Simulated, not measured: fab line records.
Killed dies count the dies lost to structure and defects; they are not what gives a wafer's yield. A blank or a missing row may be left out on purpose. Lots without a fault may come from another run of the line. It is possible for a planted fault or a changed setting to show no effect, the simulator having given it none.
Matching of chambers	flow n5_finfet	rie_diel-04 running N5_BEOL_M3_DESCUM_16: 4 sister chambers
The step chemistry O2, time 7 s. 16 wafers are shown with their chamber, then 8 later ones without.

WAFERS WITH THEIR CHAMBER
wafer	chamber	showerhead_plenum_p_Torr (Torr)	throttle_valve_pct (%)	oes_product_au (a.u.)
L076.1	0	1.94	20.55	0.78
L076.2	3	2.06	20.33	0.99
L076.4	1	2.09	20.20	0.80
L077.4	1	2.09	20.21	0.80
L077.5	3	2.06	20.34	0.96
L077.6	0	1.94	20.53	0.78
L081.2	2	2.17	20.47	1.01
L081.5	1	2.09	20.23	0.79
L081.6	2	2.17	20.47	1.00
L082.1	3	2.06	20.34	0.95
L082.2	1	2.09	20.22	0.79
L082.6	2	2.17	20.47	1.00
L083.4	3	2.06	20.34	0.93
L083.5	2	2.17	20.47	0.98
L083.6	3	2.06	20.36	0.95
L085.1	1	2.08	20.23	0.79

SIGNATURES (means of the wafers above)
reading	chamber 0	chamber 1	chamber 2	chamber 3	scatter within a chamber
showerhead_plenum_p_Torr	1.9400	2.0880	2.1700	2.0600	0.00258
throttle_valve_pct	20.5400	20.2180	20.4700	20.3420	0.0106
oes_product_au	0.7800	0.7940	0.9975	0.9560	0.0145
Rule: for each reading, subtract the chamber's mean from the wafer's reading, divide by that reading's scatter and square the result; add these up over the readings and take the root, which gives the wafer's distance from the chamber. If the next closest chamber is less than 2 further off than the closest, the wafer can't be placed; otherwise it belongs to the closest. The scatter: take each reading less its chamber's mean, square it, sum over the shown wafers, divide by the number of wafers less the number of chambers, and take the root.

WAFERS WITHOUT THEIR CHAMBER
wafer	showerhead_plenum_p_Torr (Torr)	throttle_valve_pct (%)	oes_product_au (a.u.)
L085.4	2.17	20.50	0.95
L085.5	2.05	20.36	0.92
L090.1	2.05	20.37	0.92
L090.2	2.17	20.50	0.93
L090.3	2.08	20.23	0.79
L092.1	2.08	20.24	0.78
L092.4	2.16	20.50	0.93
L092.5	2.05	20.38	0.90

CHAMBER TAKEN BY EACH
wafer	from the rows above	in truth
L085.4	2	2
L085.5	3	3
L090.1	3	3
L090.2	2	2
L090.3	1	1
L092.1	1	1
L092.4	2	2
L092.5	3	3
Correctly placed: 8 of 8. Number that these rows cannot place: 0. Wrongly placed: 0.
